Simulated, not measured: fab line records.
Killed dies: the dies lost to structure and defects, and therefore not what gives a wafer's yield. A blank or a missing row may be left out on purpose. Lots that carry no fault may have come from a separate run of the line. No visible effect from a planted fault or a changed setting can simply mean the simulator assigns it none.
Chamber matching -- flow n5-finfet -- N5_BEOL_M1_ETCH_69 on rie-diel-04 has 4 sister chambers
The step etches SiARC in CF4, target depth 15.6 nm, time 26 s. 16 wafers are shown with their chamber, then 8 later ones without.

## WAFERS WITH THEIR CHAMBER
wafer,chamber,showerhead-plenum-p-Torr (Torr),throttle-valve-pct (%),oes-product-au (a.u.)
L075.3,2,2.19,15.11,0.76
L075.4,0,2.11,15.86,0.60
L075.6,1,1.98,15.35,0.66
L076.1,1,1.98,15.35,0.66
L076.3,3,2.05,15.53,0.61
L076.5,0,2.11,15.87,0.60
L084.1,2,2.18,15.14,0.74
L084.3,3,2.04,15.57,0.60
L084.5,3,2.04,15.58,0.60
L087.1,3,2.04,15.58,0.60
L087.4,0,2.10,15.93,0.59
L087.5,3,2.04,15.58,0.59
L090.2,1,1.97,15.41,0.63
L090.4,3,2.04,15.58,0.60
L090.5,2,2.18,15.16,0.73
L093.1,1,1.97,15.41,0.64

SIGNATURES (averages over the wafers above)
reading,chamber 0,chamber 1,chamber 2,chamber 3,scatter within a chamber
showerhead-plenum-p-Torr,2.1067,1.9750,2.1833,2.0417,0.00514
throttle-valve-pct,15.8867,15.3800,15.1367,15.5700,0.0285
oes-product-au,0.5967,0.6475,0.7433,0.6000,0.0108
Rule: for a wafer and a chamber, the distance is found by dividing, reading by reading, the gap between the wafer's reading and the chamber's mean by the reading's scatter, squaring, summing and taking the root. The wafer belongs to the nearest chamber; if the next one is less than 2 further off, it can't be placed. The scatter is the square root of a quotient: the sum, over the shown wafers, of each reading's squared deviation from its chamber's mean, divided by wafers minus chambers.

## WAFERS WITHOUT THEIR CHAMBER
wafer,showerhead-plenum-p-Torr (Torr),throttle-valve-pct (%),oes-product-au (a.u.)
L093.2,2.04,15.60,0.60
L093.6,1.97,15.39,0.63
L096.3,2.17,15.19,0.72
L096.4,2.17,15.17,0.71
L096.6,2.03,15.61,0.58
L097.2,2.10,15.42,0.85
L097.3,1.96,15.41,0.63
L097.5,1.96,15.41,0.63

## WHICH CHAMBER EACH ONE RAN IN
wafer,from the rows above,in truth
L093.2,3,3
L093.6,1,1
L096.3,2,2
L096.4,2,2
L096.6,3,3
L097.2,2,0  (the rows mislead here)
L097.3,1,1
L097.5,1,1
Placed correctly: 7 of 8. Number that these rows cannot place: 0. Number placed wrongly: 1.
